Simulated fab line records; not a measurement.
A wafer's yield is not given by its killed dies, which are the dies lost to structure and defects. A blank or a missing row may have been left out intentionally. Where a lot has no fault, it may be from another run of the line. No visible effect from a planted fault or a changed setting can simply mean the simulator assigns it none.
Chamber matching / flow n5 finfet / N5_BEOL_M0_SAQP_STRIP_75 on rie diel-05: 4 sister chambers
The step strips in CF4. 4 wafers are shown with their chamber, then 12 later ones without.

WAFERS PAIRED WITH THEIR CHAMBERS
wafer=L086.6; chamber=3; drypump motor current A (A)=5.2
wafer=L090.5; chamber=1; drypump motor current A (A)=6.4
wafer=L091.1; chamber=0; drypump motor current A (A)=5.5
wafer=L091.5; chamber=2; drypump motor current A (A)=5.2

WAFERS WITH NO CHAMBER GIVEN
wafer=L094.1; drypump motor current A (A)=5.1
wafer=L094.4; drypump motor current A (A)=5.3
wafer=L094.5; drypump motor current A (A)=5.1
wafer=L095.2; drypump motor current A (A)=5.5
wafer=L095.5; drypump motor current A (A)=5.5
wafer=L095.6; drypump motor current A (A)=6.3
wafer=L097.3; drypump motor current A (A)=5.5
wafer=L097.5; drypump motor current A (A)=6.4
wafer=L097.6; drypump motor current A (A)=5.1
wafer=L096.2; drypump motor current A (A)=5.5
wafer=L096.3; drypump motor current A (A)=5.2
wafer=L096.5; drypump motor current A (A)=5.5

WHICH CHAMBER EACH ONE RAN IN
wafer=L094.1; from the rows above=can't be placed: 2 or 3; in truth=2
wafer=L094.4; from the rows above=can't be placed: 2 or 3 or 0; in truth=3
wafer=L094.5; from the rows above=can't be placed: 2 or 3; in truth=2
wafer=L095.2; from the rows above=0; in truth=0
wafer=L095.5; from the rows above=0; in truth=0
wafer=L095.6; from the rows above=1; in truth=1
wafer=L097.3; from the rows above=0; in truth=0
wafer=L097.5; from the rows above=1; in truth=1
wafer=L097.6; from the rows above=can't be placed: 2 or 3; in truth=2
wafer=L096.2; from the rows above=0; in truth=0
wafer=L096.3; from the rows above=can't be placed: 2 or 3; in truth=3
wafer=L096.5; from the rows above=0; in truth=0
Correctly placed: 7 of 12. Not placeable from these rows: 5 (in 5, the candidates include the true chamber). 0 placed wrongly.
How it was worked out, from the rows above alone: a wafer's distance from a chamber is the root of the sum, over the readings, of the square of ((its reading less the chamber's mean) divided by the reading's scatter). If the next closest chamber is less than 2 further off than the closest, the wafer can't be placed; otherwise it belongs to the closest. Each chamber's mean is taken over the wafers shown for it. The scatter: with one shown wafer a chamber, the root of the mean of the squares of how far each hidden wafer lies from its nearest shown one.
